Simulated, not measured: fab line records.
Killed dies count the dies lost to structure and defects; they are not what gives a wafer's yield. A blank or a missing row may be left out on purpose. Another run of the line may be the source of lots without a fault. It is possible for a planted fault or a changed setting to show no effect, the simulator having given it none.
fab line records / flow n5-finfet / part 2 of 2: steps 25 to 38 of 38
record: lots: 5 wafers: 15 last-day: 18
route steps=1938 shown STI_FIN_REVEAL@184 DUMMY_GATE@212
lots that met no fault: from a run of the same line without faults
start-h: hours from the record's opening day to when the first of the lot's shown wafers began / wait-h: time in hours since the lot's previous step / " as in the row above / L1.1+2: a single row standing in for several wafers / - no value present, or no start provided / * or withheld: withheld / < > ~ a bound
route shown NAME@n: names a module that has steps shown in the file, with the first one's number in the route / usual: mean and standard deviation over wafers with no fault / same: alike in all rows / chamber/n: place in a boat / sites: per-site readings / _std_site: the values' standard deviation / _edge_site: outer sites' mean less inner sites' / radius-mm: how far each site lies from the wafer's centre / mask NAME#n: copy n / behind: tool/chamber where the wafer was last shaped / hold: what put the lot on hold/how long, in hours/how the hold closed / device: the transistor (n, p or np) that didn't switch / end of line: the route-end tests of the same wafers / a step given without rows: its recipe and nothing more / killed: dies that structure and defects cost at the first sort, which is not the same as the wafer's yield / map: a wafer's dies, marking killed ones x, the rest . and places with no die _
set.NAME: the setting as run; set.NAME@STEP: as run at that earlier step / model.NAME: the simulator's own value behind a step, which no gauge read
certain route steps with their lots: each step a table, each wafer a row
services: a tool's chamber out of use, with start hour (start-h, from the record's first day; less than 0 if before it), hours out, and reason
== steps ==
step: N5_STI_FIN_REVEAL_FIN_H_MEAS_10
usual: trench-depth-nm: 52.1/0.79
lot.wafer=L074.1 tool=ocd-01 chamber=- start-h=38.62 wait-h=0.0 trench-depth-nm=53.1
lot.wafer=L074.4 tool=ocd-01 chamber=- start-h=38.62 wait-h=0.0 trench-depth-nm=52.9
lot.wafer=L074.6 tool=ocd-01 chamber=- start-h=38.62 wait-h=0.0 trench-depth-nm=52.4
lot.wafer=L078.2 tool=ocd-01 chamber=- start-h=61.66 wait-h=0.0 trench-depth-nm=52.4
lot.wafer=L078.4 tool=ocd-01 chamber=- start-h=61.66 wait-h=0.0 trench-depth-nm=52.0
lot.wafer=L078.5 tool=ocd-01 chamber=- start-h=61.66 wait-h=0.0 trench-depth-nm=52.2
lot.wafer=L086.1 tool=ocd-01 chamber=- start-h=111.17 wait-h=0.0 trench-depth-nm=52.2
lot.wafer=L086.3 tool=ocd-01 chamber=- start-h=111.17 wait-h=0.0 trench-depth-nm=53.7
lot.wafer=L086.5 tool=ocd-01 chamber=- start-h=111.17 wait-h=0.0 trench-depth-nm=53.5
lot.wafer=L089.3 tool=ocd-02 chamber=- start-h=127.41 wait-h=0.0 trench-depth-nm=51.5
lot.wafer=L089.4 tool=ocd-02 chamber=- start-h=127.41 wait-h=0.0 trench-depth-nm=53.6
lot.wafer=L089.5 tool=ocd-02 chamber=- start-h=127.41 wait-h=0.0 trench-depth-nm=52.4
lot.wafer=L092.2 tool=ocd-01 chamber=- start-h=145.13 wait-h=0.0 trench-depth-nm=51.0
lot.wafer=L092.4 tool=ocd-01 chamber=- start-h=145.13 wait-h=0.0 trench-depth-nm=51.7
lot.wafer=L092.6 tool=ocd-01 chamber=- start-h=145.13 wait-h=0.0 trench-depth-nm=50.6
step: N5_STI_FIN_REVEAL_PRECLEAN_18
recipe: chemistry: SC2 time-s: 45 temp-c: 35 mix: 1:1:50
lot.wafer=L074.1+4+6 tool=wet-bench-04 chamber=5,3,7 start-h=38.65 wait-h=0.0
lot.wafer=L078.2+4+5 tool=wet-bench-04 chamber=5,7,4 start-h=61.69 wait-h=0.0
lot.wafer=L086.1+3+5 tool=wet-bench-04 chamber=7,6,1 start-h=111.20 wait-h=0.0
lot.wafer=L089.3+4+5 tool=wet-bench-02 chamber=5,0,6 start-h=127.44 wait-h=0.0
lot.wafer=L092.2+4+6 tool=wet-bench-05 chamber=2,5,6 start-h=145.16 wait-h=0.0
step: N5_STI_FIN_REVEAL_SRD_28
recipe: dry: ipa-marangoni time-s: 30 temp-c: 23 rinse-liquid: diw
lot.wafer=L074.1+4+6 tool=wet-bench-04 chamber=5,3,7 start-h=38.66 wait-h=0.0
lot.wafer=L078.2+4+5 tool=wet-bench-04 chamber=5,7,4 start-h=61.71 wait-h=0.0
lot.wafer=L086.1+3+5 tool=wet-bench-04 chamber=7,6,1 start-h=111.21 wait-h=0.0
lot.wafer=L089.3+4+5 tool=wet-bench-02 chamber=5,0,6 start-h=127.45 wait-h=0.0
lot.wafer=L092.2+4+6 tool=wet-bench-05 chamber=2,5,6 start-h=145.18 wait-h=0.0
step: N5_STI_FIN_REVEAL_INSPECT_13
recipe: inspect-instrument: darkfield mode: post-clean
usual: raw-defect-count: 11/4.9
lot.wafer=L074.1 tool=defect-inspect-02 chamber=- start-h=38.70 wait-h=0.0 raw-defect-count=3
lot.wafer=L074.4 tool=defect-inspect-02 chamber=- start-h=38.70 wait-h=0.0 raw-defect-count=10
lot.wafer=L074.6 tool=defect-inspect-02 chamber=- start-h=38.70 wait-h=0.0 raw-defect-count=13
lot.wafer=L078.2 tool=defect-inspect-02 chamber=- start-h=61.75 wait-h=0.0 raw-defect-count=10
lot.wafer=L078.4 tool=defect-inspect-02 chamber=- start-h=61.75 wait-h=0.0 raw-defect-count=16
lot.wafer=L078.5 tool=defect-inspect-02 chamber=- start-h=61.75 wait-h=0.0 raw-defect-count=8
lot.wafer=L086.1 tool=defect-inspect-02 chamber=- start-h=111.25 wait-h=0.0 raw-defect-count=9
lot.wafer=L086.3 tool=defect-inspect-02 chamber=- start-h=111.25 wait-h=0.0 raw-defect-count=9
lot.wafer=L086.5 tool=defect-inspect-02 chamber=- start-h=111.25 wait-h=0.0 raw-defect-count=12
lot.wafer=L089.3 tool=defect-inspect-02 chamber=- start-h=127.49 wait-h=0.0 raw-defect-count=4
lot.wafer=L089.4 tool=defect-inspect-02 chamber=- start-h=127.49 wait-h=0.0 raw-defect-count=16
lot.wafer=L089.5 tool=defect-inspect-02 chamber=- start-h=127.49 wait-h=0.0 raw-defect-count=8
lot.wafer=L092.2 tool=defect-inspect-02 chamber=- start-h=145.22 wait-h=0.0 raw-defect-count=6
lot.wafer=L092.4 tool=defect-inspect-02 chamber=- start-h=145.22 wait-h=0.0 raw-defect-count=11
lot.wafer=L092.6 tool=defect-inspect-02 chamber=- start-h=145.22 wait-h=0.0 raw-defect-count=11
step: N5_DUMMY_GATE_PRECLEAN_00
recipe: chemistry: O3/DIW time-s: 60 temp-c: 22 o3-ppm: 10
lot.wafer=L074.1+4+6 tool=wet-bench-01 chamber=4,2,6 start-h=38.73 wait-h=0.0
lot.wafer=L078.2+4+5 tool=wet-bench-06 chamber=4,1,5 start-h=61.78 wait-h=0.0
lot.wafer=L086.1+3+5 tool=wet-bench-06 chamber=5,3,2 start-h=111.28 wait-h=0.0
lot.wafer=L089.3+4+5 tool=wet-bench-01 chamber=2,5,6 start-h=127.52 wait-h=0.0
lot.wafer=L092.2+4+6 tool=wet-bench-06 chamber=4,2,3 start-h=145.25 wait-h=0.0
step: N5_DUMMY_GATE_SRD_01
recipe: time-s: 30 temp-c: 23 rinse-liquid: diw dry: ipa-marangoni
lot.wafer=L074.1+4+6 tool=wet-bench-01 chamber=4,2,6 start-h=38.75 wait-h=0.0
lot.wafer=L078.2+4+5 tool=wet-bench-06 chamber=4,1,5 start-h=61.80 wait-h=0.0
lot.wafer=L086.1+3+5 tool=wet-bench-06 chamber=5,3,2 start-h=111.30 wait-h=0.0
lot.wafer=L089.3+4+5 tool=wet-bench-01 chamber=2,5,6 start-h=127.54 wait-h=0.0
lot.wafer=L092.2+4+6 tool=wet-bench-06 chamber=4,2,3 start-h=145.27 wait-h=0.0
step: N5_DUMMY_GATE_ALD_02
recipe: material: SiO2 target-thk-a: 20 temp-c: 300 ald-precursor-family: BDEAS ald-co-reactant: O2-plasma pulse-time-s: 1 pressure-torr: 2
usual: heater-power-w: 490/64 precursor-pulse-height-rel: 0.998/0.02
lot.wafer=L074.1 tool=ald-sin-04 chamber=3 start-h=39.12 wait-h=0.3 heater-power-w=576 precursor-pulse-height-rel=0.975
lot.wafer=L074.4 tool=ald-sin-04 chamber=1 start-h=39.12 wait-h=0.3 heater-power-w=606 precursor-pulse-height-rel=1.005
lot.wafer=L074.6 tool=ald-sin-04 chamber=0 start-h=39.12 wait-h=0.3 heater-power-w=515 precursor-pulse-height-rel=1.006
lot.wafer=L078.2 tool=ald-sin-01 chamber=3 start-h=61.84 wait-h=0.0 heater-power-w=413 precursor-pulse-height-rel=1.008
lot.wafer=L078.4 tool=ald-sin-01 chamber=0 start-h=61.84 wait-h=0.0 heater-power-w=402 precursor-pulse-height-rel=1.013
lot.wafer=L078.5 tool=ald-sin-01 chamber=3 start-h=61.84 wait-h=0.0 heater-power-w=411 precursor-pulse-height-rel=0.988
lot.wafer=L086.1 tool=ald-sin-01 chamber=0 start-h=112.13 wait-h=0.8 heater-power-w=394 precursor-pulse-height-rel=1.006
lot.wafer=L086.3 tool=ald-sin-01 chamber=2 start-h=112.13 wait-h=0.8 heater-power-w=446 precursor-pulse-height-rel=1.023
lot.wafer=L086.5 tool=ald-sin-01 chamber=1 start-h=112.13 wait-h=0.8 heater-power-w=435 precursor-pulse-height-rel=0.993
lot.wafer=L089.3 tool=ald-sin-01 chamber=2 start-h=127.86 wait-h=0.3 heater-power-w=430 precursor-pulse-height-rel=1.011
lot.wafer=L089.4 tool=ald-sin-01 chamber=1 start-h=127.86 wait-h=0.3 heater-power-w=438 precursor-pulse-height-rel=0.948
lot.wafer=L089.5 tool=ald-sin-01 chamber=2 start-h=127.86 wait-h=0.3 heater-power-w=444 precursor-pulse-height-rel=1.021
lot.wafer=L092.2 tool=ald-sin-03 chamber=3 start-h=145.33 wait-h=0.0 heater-power-w=520 precursor-pulse-height-rel=0.962
lot.wafer=L092.4 tool=ald-sin-03 chamber=1 start-h=145.33 wait-h=0.0 heater-power-w=460 precursor-pulse-height-rel=0.998
lot.wafer=L092.6 tool=ald-sin-03 chamber=0 start-h=145.33 wait-h=0.0 heater-power-w=447 precursor-pulse-height-rel=0.996
step: N5_DUMMY_GATE_CVD_03
recipe: material: a-Si target-thk-a: 1500 temp-c: 530 precursor: SiH4 time-s: 8042
lot.wafer=L074.1+4+6 tool=lpcvd-02 chamber=1/65,1/79,1/89 start-h=39.22 wait-h=0.1
lot.wafer=L078.2+4+5 tool=lpcvd-02 chamber=1/70,1/79,1/84 start-h=62.46 wait-h=0.6
lot.wafer=L086.1+3+5 tool=lpcvd-02 chamber=0/40,0/50,0/59 start-h=112.23 wait-h=0.1
lot.wafer=L089.3+4+5 tool=lpcvd-02 chamber=1/100,1/104,1/109 start-h=127.97 wait-h=0.1
lot.wafer=L092.2+4+6 tool=lpcvd-02 chamber=1/70,1/79,1/89 start-h=145.43 wait-h=0.1
step: N5_DUMMY_GATE_PRECLEAN_46
recipe: chemistry: DIW time-s: 89.5 temp-c: 23
lot.wafer=L074.1+4+6 tool=wet-bench-01 chamber=4,5,1 start-h=42.90 wait-h=0.0
lot.wafer=L078.2+4+5 tool=wet-bench-06 chamber=1,6,0 start-h=66.14 wait-h=0.0
lot.wafer=L086.1+3+5 tool=wet-bench-01 chamber=2,0,4 start-h=115.91 wait-h=0.0
lot.wafer=L089.3+4+5 tool=wet-bench-03 chamber=1,3,2 start-h=131.66 wait-h=0.0
lot.wafer=L092.2+4+6 tool=wet-bench-01 chamber=3,7,6 start-h=149.12 wait-h=0.0
step: N5_DUMMY_GATE_SRD_47
recipe: dry-time-s: 32 dry: n2-spin spin-rpm: 1500
lot.wafer=L074.1+4+6 tool=wet-bench-01 chamber=4,5,1 start-h=42.93 wait-h=0.0
lot.wafer=L078.2+4+5 tool=wet-bench-06 chamber=1,6,0 start-h=66.17 wait-h=0.0
lot.wafer=L086.1+3+5 tool=wet-bench-01 chamber=2,0,4 start-h=115.94 wait-h=0.0
lot.wafer=L089.3+4+5 tool=wet-bench-03 chamber=1,3,2 start-h=131.68 wait-h=0.0
lot.wafer=L092.2+4+6 tool=wet-bench-01 chamber=3,7,6 start-h=149.15 wait-h=0.0
step: N5_DUMMY_GATE_CMP_04
recipe: material: a-Si post-cmp-clean: alkaline-brush
usual: motor-current-A: 10.3/1.1 slurry-filter-dp-kPa: 13.52/0.13 time-to-endpoint-s: 14.4/2.7
lot.wafer=L074.1 tool=cmp-01 chamber=3 start-h=43.03 wait-h=0.1 motor-current-A=9.7 slurry-filter-dp-kPa=13.60 time-to-endpoint-s=15.1
lot.wafer=L074.4 tool=cmp-01 chamber=0 start-h=43.03 wait-h=0.1 motor-current-A=11.9 slurry-filter-dp-kPa=13.45 time-to-endpoint-s=12.9
lot.wafer=L074.6 tool=cmp-01 chamber=1 start-h=43.03 wait-h=0.1 motor-current-A=8.8 slurry-filter-dp-kPa=13.46 time-to-endpoint-s=9.9
lot.wafer=L078.2 tool=cmp-03 chamber=1 start-h=66.23 wait-h=0.1 motor-current-A=10.2 slurry-filter-dp-kPa=13.68 time-to-endpoint-s=16.0
lot.wafer=L078.4 tool=cmp-03 chamber=2 start-h=66.23 wait-h=0.1 motor-current-A=10.7 slurry-filter-dp-kPa=13.76 time-to-endpoint-s=16.2
lot.wafer=L078.5 tool=cmp-03 chamber=0 start-h=66.23 wait-h=0.1 motor-current-A=10.8 slurry-filter-dp-kPa=13.56 time-to-endpoint-s=14.7
lot.wafer=L086.1 tool=cmp-01 chamber=2 start-h=116.00 wait-h=0.1 motor-current-A=9.9 slurry-filter-dp-kPa=13.44 time-to-endpoint-s=14.8
lot.wafer=L086.3 tool=cmp-01 chamber=3 start-h=116.00 wait-h=0.1 motor-current-A=9.7 slurry-filter-dp-kPa=13.53 time-to-endpoint-s=15.5
lot.wafer=L086.5 tool=cmp-01 chamber=1 start-h=116.00 wait-h=0.1 motor-current-A=9.0 slurry-filter-dp-kPa=13.46 time-to-endpoint-s=10.9
lot.wafer=L089.4 tool=cmp-01 chamber=0 start-h=131.71 wait-h=0.0 motor-current-A=11.5 slurry-filter-dp-kPa=13.56 time-to-endpoint-s=11.7
lot.wafer=L089.3 tool=cmp-01 chamber=3 start-h=131.71 wait-h=0.0 motor-current-A=9.7 slurry-filter-dp-kPa=13.61 time-to-endpoint-s=18.6
lot.wafer=L089.5 tool=cmp-01 chamber=0 start-h=131.71 wait-h=0.0 motor-current-A=11.3 slurry-filter-dp-kPa=13.82 time-to-endpoint-s=15.0
lot.wafer=L092.2 tool=cmp-03 chamber=3 start-h=149.24 wait-h=0.1 motor-current-A=10.0 slurry-filter-dp-kPa=13.64 time-to-endpoint-s=18.2
lot.wafer=L092.4 tool=cmp-03 chamber=2 start-h=149.24 wait-h=0.1 motor-current-A=10.5 slurry-filter-dp-kPa=13.47 time-to-endpoint-s=14.1
lot.wafer=L092.6 tool=cmp-03 chamber=3 start-h=149.24 wait-h=0.1 motor-current-A=10.6 slurry-filter-dp-kPa=13.45 time-to-endpoint-s=17.7
step: N5_DUMMY_GATE_THK_MEAS_05
usual: thk-nm: 72.1/1.3
lot.wafer=L074.1 tool=film-metro-02 chamber=- start-h=43.20 wait-h=0.1 thk-nm=72.7
lot.wafer=L074.4 tool=film-metro-02 chamber=- start-h=43.20 wait-h=0.1 thk-nm=70.7
lot.wafer=L074.6 tool=film-metro-02 chamber=- start-h=43.20 wait-h=0.1 thk-nm=70.0
lot.wafer=L078.2 tool=film-metro-01 chamber=- start-h=66.44 wait-h=0.2 thk-nm=72.5
lot.wafer=L078.4 tool=film-metro-01 chamber=- start-h=66.44 wait-h=0.2 thk-nm=70.2
lot.wafer=L078.5 tool=film-metro-01 chamber=- start-h=66.44 wait-h=0.2 thk-nm=71.0
lot.wafer=L086.1 tool=film-metro-02 chamber=- start-h=116.21 wait-h=0.2 thk-nm=71.8
lot.wafer=L086.3 tool=film-metro-02 chamber=- start-h=116.21 wait-h=0.2 thk-nm=73.2
lot.wafer=L086.5 tool=film-metro-02 chamber=- start-h=116.21 wait-h=0.2 thk-nm=70.3
lot.wafer=L089.3 tool=film-metro-02 chamber=- start-h=131.96 wait-h=0.1 thk-nm=74.1
lot.wafer=L089.4 tool=film-metro-02 chamber=- start-h=131.96 wait-h=0.1 thk-nm=72.6
lot.wafer=L089.5 tool=film-metro-02 chamber=- start-h=131.96 wait-h=0.1 thk-nm=72.0
lot.wafer=L092.2 tool=film-metro-01 chamber=- start-h=149.48 wait-h=0.2 thk-nm=72.3
lot.wafer=L092.4 tool=film-metro-01 chamber=- start-h=149.48 wait-h=0.2 thk-nm=71.1
lot.wafer=L092.6 tool=film-metro-01 chamber=- start-h=149.48 wait-h=0.2 thk-nm=72.4
step: N5_DUMMY_GATE_HM_DEP_06
recipe: material: SiNx target-thk-a: 800 precursor: DCS/NH3 temp-c: 700 pressure-mtorr: 300 time-s: 5141
lot.wafer=L074.1+4+6 tool=lpcvd-01 chamber=1/65,1/79,1/89 start-h=43.23 wait-h=0.0
lot.wafer=L078.2+4+5 tool=lpcvd-02 chamber=0/95,0/104,0/109 start-h=66.47 wait-h=0.0
lot.wafer=L086.1+3+5 tool=lpcvd-02 chamber=1/90,1/100,1/109 start-h=116.24 wait-h=0.0
lot.wafer=L089.3+4+5 tool=lpcvd-01 chamber=1/25,1/29,1/34 start-h=131.98 wait-h=0.0
lot.wafer=L092.2+4+6 tool=lpcvd-01 chamber=0/20,0/29,0/39 start-h=149.51 wait-h=0.0
step: N5_DUMMY_GATE_PECVD_30
recipe: material: SiO2 target-thk-a: 550 temp-c: 400 precursor: TEOS/O2 pressure-torr: 6.5 rf-w: withheld teos-flow-sccm: withheld gas: O2 flow-sccm: 2650 time-s: 10.8
lot.wafer=L074.1+4+6 tool=pecvd-04 chamber=0,0,2 start-h=47.19 wait-h=0.0
lot.wafer=L078.2+4+5 tool=pecvd-04 chamber=1,2,1 start-h=70.41 wait-h=0.0
lot.wafer=L086.1+3+5 tool=pecvd-04 chamber=2,0,1 start-h=120.19 wait-h=0.0
lot.wafer=L089.3+4+5 tool=pecvd-04 chamber=2,2,1 start-h=135.92 wait-h=0.0
lot.wafer=L092.2+4+6 tool=pecvd-04 chamber=2,1,2 start-h=153.45 wait-h=0.0
== services ==
tool=remote-plasma-01 chamber=- start-h=10.94 hours=0.3 kind=repair
tool=cmp-02 chamber=- start-h=11.81 hours=4.2 kind=repair
tool=ald-sin-04 chamber=1 start-h=19.00 hours=3.7 kind=repair
tool=rie-si-02 chamber=- start-h=23.93 hours=2.8 kind=pm
tool=wet-bench-05 chamber=- start-h=24.82 hours=1.9 kind=pm
tool=plasma-asher-02 chamber=- start-h=32.71 hours=0.6 kind=repair
tool=cmp-03 chamber=- start-h=33.24 hours=0.3 kind=repair
tool=vapor-etch-01 chamber=- start-h=43.57 hours=2.8 kind=pm
tool=lpcvd-02 chamber=- start-h=43.96 hours=14.6 kind=pm
tool=cmp-02 chamber=- start-h=48.72 hours=1.1 kind=repair
tool=cmp-02 chamber=- start-h=50.33 hours=4.2 kind=repair
tool=vapor-etch-01 chamber=- start-h=51.16 hours=3.3 kind=repair
tool=cmp-02 chamber=- start-h=58.36 hours=0.8 kind=repair
tool=ald-sin-04 chamber=3 start-h=59.00 hours=11.1 kind=repair
tool=vapor-etch-01 chamber=1 start-h=63.01 hours=2.8 kind=repair
tool=cmp-01 chamber=- start-h=64.88 hours=1.9 kind=repair
tool=pecvd-04 chamber=- start-h=76.05 hours=15.3 kind=repair
tool=cmp-01 chamber=- start-h=82.29 hours=1.2 kind=repair
tool=cmp-01 chamber=- start-h=85.78 hours=4.0 kind=pm
tool=plasma-asher-02 chamber=- start-h=102.12 hours=0.7 kind=repair
tool=pecvd-04 chamber=- start-h=137.39 hours=14.6 kind=pm
tool=rie-si-02 chamber=- start-h=140.24 hours=21.3 kind=repair
tool=cmp-01 chamber=- start-h=143.49 hours=16.2 kind=pm
tool=plasma-asher-01 chamber=- start-h=149.75 hours=0.5 kind=repair
